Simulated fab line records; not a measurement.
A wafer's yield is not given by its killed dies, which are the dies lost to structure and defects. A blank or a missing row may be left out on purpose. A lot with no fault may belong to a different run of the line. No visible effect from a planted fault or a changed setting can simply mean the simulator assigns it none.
A lot that was struck, set against a sound lot / flow nand-harc / 16 out of 1302 route steps
Sound: these wafers, L359.1, L359.4, L359.6. Struck: wafer L354.4 (left out: L354.3, L354.5 of the same lot, which were not struck); the cause appears at the end.
Per side, at each step with rows, come the tool, then ch with its chambers, and then its first start. Under that, the readings that differ: sound wafers / struck wafers / difference of the means / sigmas: that difference in standard deviations of wafers without a fault.
alike: a reading whose means differ by less than 2 such deviations, as well as words and numbers matching on both sides. not compared: withheld readings; readings where some wafer has no value; bounds like >300 that might hide an equal value; numbers whose values overlap and for which the record gives no deviation.
The two part at a step that has a row with sigmas, a row that says differs or no value, or rows on one side only. When numbers do not overlap yet have no deviation, they are printed without sigmas and do not part them. Lack of a reading on every wafer of one side parts them only where that side has two or more wafers.

NHARC_P_M1_INSPECT_11:
  sound on defect-inspect-01, day 12 09:28; struck on defect-inspect-02, day 9 14:59
  alike: raw-defect-count
then, 3 steps without rows for these wafers: NHARC_P_M1_DESCUM_14 (chemistry O2, time 3 s); NHARC_P_M1_ETCH_35 (etches the open film in N2/H2, target depth 40 nm, overetch 12 nm, time 43.94 s); NHARC_P_M1_ETCH_15 (etches the open film in C4F8/Ar, target depth 182.5 nm, time 91.2 s).
NHARC_P_M1_CD_MEAS_16:
  sound on cd-sem-02, day 12 09:53; struck on cd-sem-01, day 9 15:24
  alike: cd-nm
NHARC_P_M1_STRIP_18: strips in N2/H2.
  sound on rie-diel-13 ch 2,3, day 12 09:57; struck on rie-diel-13 ch 2, day 9 15:28
  alike: drypump-motor-current-A, n2-flow-sccm, oes-product-au, rf-fwd-power-W, rf-vpp-V, showerhead-plenum-p-Torr, throttle-valve-pct
  not compared: rf-hours-counter-h
NHARC_P_M1_ETCH_28: etches the open film in CF4/N2, target depth 30 nm, time 72.99 s.
  sound: rie-diel-13 ch 0,1,3; struck: rie-diel-13 ch 0
reading=drypump-motor-current-A (A); sound=5.39 5.06 6.27; struck=6.28; difference=+0.71; sigmas=+2
  alike: bias-w, n2-flow-sccm, oes-product-au, rf-fwd-power-W, rf-vpp-V, showerhead-plenum-p-Torr, throttle-valve-pct
  not compared: rf-hours-counter-h
then, 3 steps without rows for these wafers: NHARC_P_M1_STRIP_19 (strips in post etch residue remover, time 600 s); NHARC_P_M1_DEGAS_29 (time 60 s); NHARC_P_M1_PRE_CLEAN_30 (time 30 s).
NHARC_P_M1_PVD_20: deposits TaN, target thk 5 nm, time 8.06 s.
  sound on pvd-sputter-02; struck on pvd-sputter-01
  alike: substrate-temp-c, throttle-valve-pct
NHARC_P_M1_PVD_21: deposits Cu, target thk 30 nm, time 20.49 s.
  sound on pvd-sputter-02; struck on pvd-sputter-01
reading=substrate-temp-c (C); sound=30.08 30.00 29.86; struck=30.21; difference=+0.23; sigmas=+2
  alike: throttle-valve-pct
NHARC_P_M1_ECD_22: material Cu, target thk 400 nm.
  sound on ecd-cu-02 ch 0,1, day 12 11:00; struck on ecd-cu-01 ch 0,1, day 9 16:35
NHARC_P_M1_ANNEAL_31: time 90 s.
  sound on rtp-anneal-02 ch 0, day 12 11:19; struck on rtp-anneal-02 ch 0, day 9 16:58
  alike: wafer_temp_C_max
NHARC_P_M1_CMP_23: polishes, t overpolish 20 s, target thk 157.82 nm.
  sound on cmp-04 ch 0,2, day 12 11:40; struck on cmp-01 ch 1, day 9 17:12
reading=time-to-endpoint-s (s); sound=28.4 28.2 26.1; struck=36.1; difference=+8.5; sigmas=+4
  alike: motor-current-A
  not compared: pad-life-wafers
NHARC_P_M1_THK_MEAS_24: measures by xrf.
  sound on film-metro-01, day 12 11:58; struck on film-metro-02, day 9 17:31
  alike: thk-nm

WHERE THEY PART
Last at NHARC_P_M1_CMP_23 as far as this record goes, first at NHARC_P_M1_ETCH_28. Later steps at which nothing parts them and some readings are alike: NHARC_P_M1_THK_MEAS_24.

WHY: whatever the simulator had introduced
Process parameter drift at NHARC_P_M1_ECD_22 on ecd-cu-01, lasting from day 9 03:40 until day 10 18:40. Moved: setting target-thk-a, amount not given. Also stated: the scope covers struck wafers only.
